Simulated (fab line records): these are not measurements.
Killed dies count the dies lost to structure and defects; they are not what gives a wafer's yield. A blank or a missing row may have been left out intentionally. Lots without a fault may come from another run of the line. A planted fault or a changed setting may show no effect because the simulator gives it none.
Problem report in the 8D (eight disciplines) form, filled by code || flow n5_finfet || the parts of the form that need people (team, actions taken, sign-off) are left out

== 1. THE PROBLEM ==
Wafers without a fault read 125.0 s, standard deviation 0.51; run_length_s at N5_BEOL_M3_CO_CAP_55 reads a mean of 97.6 s on 3 wafers belonging to 3 lots. That puts it -54 standard deviations away from the usual mean.
The step: material Co, precursor CCTBA/H2, target thk 2 nm, time 102.1 s.
First observed at day 12 01:34: wafer L397.6, on cvd_co-02. The record has a number at this step for 31 wafers belonging to 11 lots. Rule for "out", or "out of limits": more than 4 standard deviations from the usual mean. All remaining wafers that have a number are taken as sound.

== 2. WHAT IT IS, AND WHAT IT ISN'T ==
{"question": "which readings at this step", "is": "run_length_s", "is not": "heater_power_w"}
{"question": "which lots", "is": "L397, L399, L400", "is not": "L384, L386, L387, L389, L390, L391, L395, L405"}
{"question": "which wafers of those lots", "is": "L397.6, L399.4, L400.4", "is not": "L397.5, L399.2, L399.5, L400.3"}
{"question": "read on which tools", "is": "cvd_co-02", "is not": "cvd_co-01"}
{"question": "when", "is": "from day 12 01:34", "is not": "up to then (22 sound wafers); but 6 sound wafers of L399, L400, L405 came after"}

== 3. THE SUSPECTS, EACH WITH WHAT RULES IT OUT ==
Counting: if a tool at a process step up to the reading ran every lot that is out, it stays a suspect. Sound lots after the first of them don't rule it out here, since some wafers of a struck lot are sound.
- cvd_co-02 at N5_BEOL_M3_CO_CAP_55 (material Co, precursor CCTBA/H2, target thk 2 nm, time 102.1 s): kept. Every lot that is out went through it, the first being L397 (day 12 01:34); the last sound lot it ran before that was L395 (day 10 18:44). Out on those wafers are its own readings of run_length_s.
Remaining after the count: cvd_co-02 at N5_BEOL_M3_CO_CAP_55.

== 4. THE CAUSE (what the simulator had put in) ==
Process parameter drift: cvd_co-02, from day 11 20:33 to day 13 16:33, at N5_BEOL_M3_CO_CAP_55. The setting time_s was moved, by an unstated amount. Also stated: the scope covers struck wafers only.
The count eliminated every tool but this one.

== 5. THE EFFECT CHAIN, in route order ==
Each row: a reading where the mean over the struck wafers with a number is more than 3 standard deviations away from the usual. Readings are gone through only where the record gives a usual standard deviation; hours: the median, over the lots, of the time from a lot's start at the first step in this table giving one to that lot's start at this step; sigmas: the change measured in usual standard deviations.
{"hours": 0, "step": "N5_BEOL_M3_CO_CAP_55", "reading": "run_length_s", "usual": "125.0 s", "on struck wafers": 97.6, "change": -27.4, "sigmas": -54}
Process steps it contains:
- N5_BEOL_M3_CO_CAP_55: material Co, precursor CCTBA/H2, target thk 2 nm, time 102.1 s.
Later measuring or inspecting steps at which every struck wafer that the step has a row for has a number for every such reading, and none has moved that far: N5_BEOL_M4_RC_MEAS_101.

== 6. WHAT WOULD HAVE CAUGHT IT SOONER ==
In this record the first reading out of limits was taken at day 12 01:34, 5 hours after the fault began at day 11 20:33.
